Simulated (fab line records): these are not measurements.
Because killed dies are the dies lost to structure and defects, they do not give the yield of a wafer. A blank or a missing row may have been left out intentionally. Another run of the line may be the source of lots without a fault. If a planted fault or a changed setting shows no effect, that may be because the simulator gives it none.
A lot that was struck, set against a sound lot | flow n5Finfet | 34 steps out of a route of 1938
Sound: these wafers, L456.1, L456.5, L456.6. Wafers struck: L477.1, L477.4, L477.5. The cause is given at the end.
Order at every step that has rows: each side's tool, ch and its chambers, its first start. Under that, the readings that differ: sound wafers | struck wafers | difference of the means | sigmas: that difference in standard deviations of wafers without a fault.
alike: readings whose means differ by less than 2 such deviations, and words and numbers that are the same on both sides. not compared: withheld readings, readings that some wafer has no value for, bounds like >300 that may hide the same value, and numbers for which the record gives no deviation and whose values overlap.
Wherever a step has rows on one side only, a row that says differs or no value, or a row with sigmas, the two part there. Numbers that don't overlap but have no deviation are shown without sigmas and don't part them. A reading missing from all wafers of one side parts the sides only when that side holds two or more wafers.

first, 9 steps without rows for these wafers: N5_SD_EPI_P_DEVELOP_08 (develop time 30 s); N5_SD_EPI_P_DESCUM_14 (chemistry O2, time 7.9 s); N5_SD_EPI_P_ETCH_36 (etches SiARC in CF4, target depth 45.5 nm, time 75.8 s); N5_SD_EPI_P_ETCH_37 (etches SOC in N2/H2, overetch 108 nm, time 486 s); N5_SD_EPI_P_STRIP_38 (strips in N2/H2); N5_SD_EPI_P_ETCHBACK_46 (etches SiNx in CH3F/O2, stops on SiO2, target depth 17.5 nm); N5_SD_EPI_P_ETCH_47 (etches SiOCN in CH3F/O2, target depth 25 nm); N5_SD_EPI_P_ETCH_16 (etches SiO2 in CHF3/O2, target depth 5 nm); N5_SD_EPI_P_STRIP_50 (strips in CHF3/O2).
N5_SD_EPI_P_SD_RECESS_17: chemistry HBr/Cl2/O2, target depth 39.1 nm, bt time 3 s.
  sound on rieSi-05 ch 0,3, day 3 06:44; struck on rieSi-05 ch 2,3, day 8 12:37
reading                            | sound             | struck            | difference | sigmas
oesProductAu (a.u.)                | 1.002 0.992 0.988 | 0.913 0.935 0.930 | -0.068     | -4
model.SD_EPI_P.featureDepthNm (nm) | 39 38.8 37.4      | 28.4 29.4 28.6    | -9.6       | 
model.etch.depthNm (nm)            | 39.06 38.79 37.41 | 28.44 29.36 28.5  | -9.65      | 
  alike: biasW, drypumpMotorCurrentA, oes_o_777_au, rfFwdPowerW, throttleValvePct
  not compared: rfHoursCounterH
then, 22 steps without rows for these wafers: N5_SD_EPI_P_WET_ETCH_45 (etches SiO2 in dHF, time 10.7 s, target depth 2 nm, rinse time 30 s); N5_SD_EPI_P_STRIP_40 (strips in N2/H2); N5_SD_EPI_P_PRECLEAN_52 (cleans in O3/DIW, time 60 s); N5_SD_EPI_P_SRD_20 (time 30 s); N5_SD_EPI_P_PRECLEAN_51 (cleans in NF3:NH3, afs cycles 1, time 20 s, sublimation time 60 s); N5_SD_EPI_P_VAPOR_ETCH_44 (etches SiGe30 in NF3/Ar, time 3.3 s); N5_SD_EPI_P_EPI_21 (deposits SiGe:B, time 355 s); N5_SD_EPI_P_HM_STRIP_48 (strips SiNx in H3PO4, material SiNx, target depth 3 nm); N5_SD_EPI_P_SRD_49 (time 30 s); N5_SD_EPI_P_PRECLEAN_24 (cleans in O3/DIW, time 45 s); N5_SD_EPI_P_PRECLEAN_32 (cleans in dHF, time 10 s); N5_SD_EPI_P_PRECLEAN_33 (cleans in SC2, time 45 s); N5_SD_EPI_P_SRD_25 (time 30 s); N5_SD_ACTIVATION_RTA_00 (time 0 s); N5_SD_ACTIVATION_LSA_01 (time 0.0008 s); N5_ILD0_LINER_00 (material SiNx, target thk 4 nm, pulse time 1 s, purge time 2 s); N5_ILD0_FCVD_FILL_01 (material SiO2 flowable, target thk 200 nm, time 328.3 s); N5_ILD0_CURE_02 (time 1800 s); N5_ILD0_CMP_03 (polishes, stops on SiNx, t overpolish 1.9 s, target thk 197.38 nm); N5_ILD0_CMP_07 (polishes SiO2 flowable, stops on poly-Si, t overpolish 1.18 s, target thk 138.88 nm); N5_ILD0_PRECLEAN_10 (cleans in NF3:NH3, afs cycles 5, time 20 s, sublimation time 60 s); N5_ILD0_ALD_15 (deposits SiNx, target thk 24 nm, pulse time 1 s, ald cycles 480).
-- the record jumps here: 5 days lie between the struck wafers' starts before and after (it left off in module ILD0 and takes up again in module BEOL_M4, whose first step shown is number 1111 of the route) --
N5_BEOL_M4_RC_MEAS_101:
  sound on prober-02 ch 0, day 8 03:52; struck on prober-02 ch 0, day 13 12:22
reading         | sound             | struck            | difference | sigmas
CJ_P            | 5.61 5.75 5.54    | 3.23 3.65 3.31    | -2.24      | -12
IOFF_P (nA/um)  | 0.24 0.21 0.22    | 0.14 0.15 0.19    | -0.06      | -2
ION_P (uA/um)   | 461 465 466       | 404 414 416       | -53        | -7
REXT_P (ohm.um) | 102.2 103.0 103.3 | 111.9 111.5 113.1 | +9.3       | +4
VT_P (mV)       | -248 -248 -249    | -257 -257 -255    | -8         | -2
  alike: DIBL_N, DIBL_P, IOFF_N, ION_N, SS_N, SS_P, VT_N
-- here the record skips 4 days between the struck wafers' starts before and after, leaving off in module BEOL_M4 and picking up in module PASSIVATION (first step shown: number 1936 of the route) --
N5_PASSIVATION_PROBE_49:
  only the struck wafers here have rows in the record (prober-02, day 17 11:24); the sound ones have none

## WHERE THEY PART
Last at N5_PASSIVATION_PROBE_49 as far as this record goes, first at N5_SD_EPI_P_SD_RECESS_17.

WHY: what the simulator had put in
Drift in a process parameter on rieSi-05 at N5_SD_EPI_P_SD_RECESS_17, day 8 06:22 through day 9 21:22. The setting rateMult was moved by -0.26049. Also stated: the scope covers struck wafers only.
